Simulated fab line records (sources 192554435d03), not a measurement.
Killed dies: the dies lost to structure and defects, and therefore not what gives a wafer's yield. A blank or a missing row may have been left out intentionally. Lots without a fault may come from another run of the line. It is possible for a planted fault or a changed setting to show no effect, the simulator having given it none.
Problem report in the 8D (eight disciplines) form, filled by code :: flow n5 finfet :: the parts of the form that need people (team, actions taken, sign-off) are left out

== 1. PROBLEM STATEMENT ==
REXT_N at N5_BEOL_M4_RC_MEAS_101 reads a mean of 88.8 ohm.um on 6 wafers of 2 lots; wafers without a fault read 75.4 ohm.um with a standard deviation of 1.6. That puts it +8.4 standard deviations away from the usual mean.
First observed at day 15 09:01: wafer L348.3, on prober-01. The record holds 12 wafers of 4 lots with a number at this step. The rule behind "out" and "out of limits": a value lying over 4 standard deviations away from the usual mean. All remaining wafers that have a number are taken as sound.

== 2. WHAT IT IS, AND WHAT IT ISN'T ==
question: which readings at this step
is: REXT_N
is not: DIBL_P, IOFF_N, IOFF_P, SS_P, VT_P

question: which lots
is: L346, L348
is not: L339, L356

question: which wafers of those lots
is: all that have a number
is not: -

question: read on which gauges
is: prober-01, prober-02
is not: -

question: when
is: from day 15 09:01
is not: up to then (3 sound wafers); but 3 sound wafers of L356 came after

== 3. THE SUSPECTS, EACH WITH WHAT RULES IT OUT ==
Counting: any tool at a process step up to the reading is kept as a suspect provided that every lot that is out went through it and no sound lot did after the first of them.
- ruled out: the gauge at N5_BEOL_M4_RC_MEAS_101. 2 gauges (prober-01, prober-02) read the wafers that are out.
- rtp anneal-01 at N5_SD_ACTIVATION_RTA_00 (time 0 s): kept. All lots that are out passed through it, beginning with L346 at day 6 14:16, and no sound lot followed; its final sound lot before that point was L339 at day 4 23:19. On those wafers its own readings are out: lamp power pct, lamp_zone_1_pct, lamp_zone_2_pct, lamp_zone_3_pct, lamp_zone_4_pct, lamp_zone_5_pct, lamp_zone_6_pct, lamp_zone_7_pct.
The count leaves rtp anneal-01 at N5_SD_ACTIVATION_RTA_00.

== 4. THE CAUSE (what the simulator had put in) ==
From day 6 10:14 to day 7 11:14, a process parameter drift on rtp anneal-01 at N5_SD_ACTIVATION_RTA_00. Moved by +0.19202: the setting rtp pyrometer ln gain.
Only this tool survived the counting.

== 5. THE CHAIN OF EFFECTS, in route order ==
Rows list readings where the struck wafers' mean (over those with a number) sits beyond 3 standard deviations from the usual. Only readings whose record carries a usual standard deviation are examined. hours: median over the lots of the time between each lot's start at the first step of this table that gives one and its start at this step. sigmas: the change, counted in usual standard deviations.
hours: 0
step: N5_SD_ACTIVATION_RTA_00
reading: lamp power pct
usual: 8.95 %
on struck wafers: 8.58
change: -0.37
sigmas: -6.4

hours: 0
step: N5_SD_ACTIVATION_RTA_00
reading: lamp_zone_1_pct
usual: 8.950 %
on struck wafers: 8.560
change: -0.390
sigmas: -14

hours: 0
step: N5_SD_ACTIVATION_RTA_00
reading: lamp_zone_2_pct
usual: 8.955 %
on struck wafers: 8.574
change: -0.381
sigmas: -14

hours: 0
step: N5_SD_ACTIVATION_RTA_00
reading: lamp_zone_3_pct
usual: 8.950 %
on struck wafers: 8.560
change: -0.390
sigmas: -13

hours: 0
step: N5_SD_ACTIVATION_RTA_00
reading: lamp_zone_4_pct
usual: 8.951 %
on struck wafers: 8.546
change: -0.405
sigmas: -15

hours: 0
step: N5_SD_ACTIVATION_RTA_00
reading: lamp_zone_5_pct
usual: 8.948 %
on struck wafers: 8.561
change: -0.387
sigmas: -14

hours: 0
step: N5_SD_ACTIVATION_RTA_00
reading: lamp_zone_6_pct
usual: 8.881 %
on struck wafers: 8.492
change: -0.389
sigmas: -14

hours: 0
step: N5_SD_ACTIVATION_RTA_00
reading: lamp_zone_7_pct
usual: 9.350 %
on struck wafers: 8.933
change: -0.417
sigmas: -17

hours: 205
step: N5_BEOL_M4_RC_MEAS_101
reading: REXT_N
usual: 75.4 ohm.um
on struck wafers: 88.8
change: +13.4
sigmas: +8.4

hours: 327
step: N5_PASSIVATION_PROBE_49
reading: sort_bin_8_speed
usual: 0.0 %
on struck wafers: 8.5
change: +8.5
sigmas: +20

hours: 327
step: N5_PASSIVATION_PROBE_49
reading: sort n pass
usual: 1072
on struck wafers: 984
change: -88
sigmas: -4.4

hours: 327
step: N5_PASSIVATION_PROBE_49
reading: sort yield pct
usual: 90.9 %
on struck wafers: 83.4
change: -7.5
sigmas: -4.4
Here are the process steps it includes:
- N5_SD_ACTIVATION_RTA_00: time 0 s.
- N5_PASSIVATION_PROBE_49

== 6. WHAT WOULD HAVE CAUGHT IT SOONER ==
The first out-of-limits reading at a measuring or inspecting step in this record came at day 15 09:01, 215 hours after the fault's start at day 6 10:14.
The tool's own readings at N5_SD_ACTIVATION_RTA_00 were out on every struck wafer that the step has a row for (lamp power pct, lamp_zone_1_pct, lamp_zone_2_pct, lamp_zone_3_pct, lamp_zone_4_pct, lamp_zone_5_pct, lamp_zone_6_pct, lamp_zone_7_pct): an alarm limit on them would have fired on the first of those.
Lots out: 2; all had begun N5_SD_ACTIVATION_RTA_00 on rtp anneal-01 by day 15 09:01. A hold on the tool at that time would have spared none of them.
